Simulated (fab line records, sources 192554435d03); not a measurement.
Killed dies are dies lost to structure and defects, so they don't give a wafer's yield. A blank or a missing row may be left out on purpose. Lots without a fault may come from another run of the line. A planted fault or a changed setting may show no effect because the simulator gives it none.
Which tool did it? | flow n5_finfet | 11 lots, 32 wafers sampled, at 2 steps of a route of 1938

WHAT THE GAUGES READ, wafer by wafer
N5_BEOL_M4_INSPECT_59: inspects for defects (darkfield).
lot  | measured     | on                | raw_defect_count
L162 | day 7 19:08  | defect_inspect-02 | 108 65 68
L163 | day 7 22:49  | defect_inspect-02 | 59 65 82
L165 | day 8 15:35  | defect_inspect-02 | 76 40 75
L164 | day 8 18:41  | defect_inspect-01 | 59 42 51
L169 | day 9 15:09  | defect_inspect-02 | 60 48
L168 | day 9 16:38  | defect_inspect-01 | 61 69 65
L174 | day 10 21:59 | defect_inspect-02 | 45 111 69
L175 | day 11 17:17 | defect_inspect-01 | 73 61 89
L181 | day 12 23:23 | defect_inspect-01 | 59 77 84
L180 | day 12 23:41 | defect_inspect-02 | 74 135 56
L183 | day 13 03:28 | defect_inspect-01 | 120 105 76

WHICH TOOL RAN EACH LOT (tool, then ch and the chambers of the sampled wafers, then the start)
lot  | N5_BEOL_M4_SPUTTER_96
L162 | pvd_sputter-01, day 7 18:03
L163 | pvd_sputter-01, day 7 21:44
L165 | pvd_sputter-03, day 8 14:31
L164 | pvd_sputter-01, day 8 17:34
L169 | pvd_sputter-01, day 9 13:34
L168 | pvd_sputter-03, day 9 15:33
L174 | pvd_sputter-01, day 10 20:53
L175 | pvd_sputter-01, day 11 16:13
L181 | pvd_sputter-02, day 12 22:05
L180 | pvd_sputter-03, day 12 22:19
L183 | pvd_sputter-02, day 13 02:23
- N5_BEOL_M4_SPUTTER_96: material Cu, target thk 4.5 nm, time 8.29 s.

THE ANSWER, worked out from the rows above alone
Rule: what is usual is taken from the lots themselves. Put in order of their means at a reading, lots are off if they are a third of the lots or fewer, leave a main group of 4 or more, and stand apart from it by a gap of 3 or more times the standard deviation of the main group's means; of several such gaps the widest counts. A main group whose means are all the same, to the digits that the tables above print for the reading, isn't used. A lot without any number at a reading at which 4 lots or more have one is off too. The other lots that the step has rows for count as sound.
No lot is off at any reading shown: from this, nothing can be told.

WHAT THE SIMULATOR HAD PUT IN
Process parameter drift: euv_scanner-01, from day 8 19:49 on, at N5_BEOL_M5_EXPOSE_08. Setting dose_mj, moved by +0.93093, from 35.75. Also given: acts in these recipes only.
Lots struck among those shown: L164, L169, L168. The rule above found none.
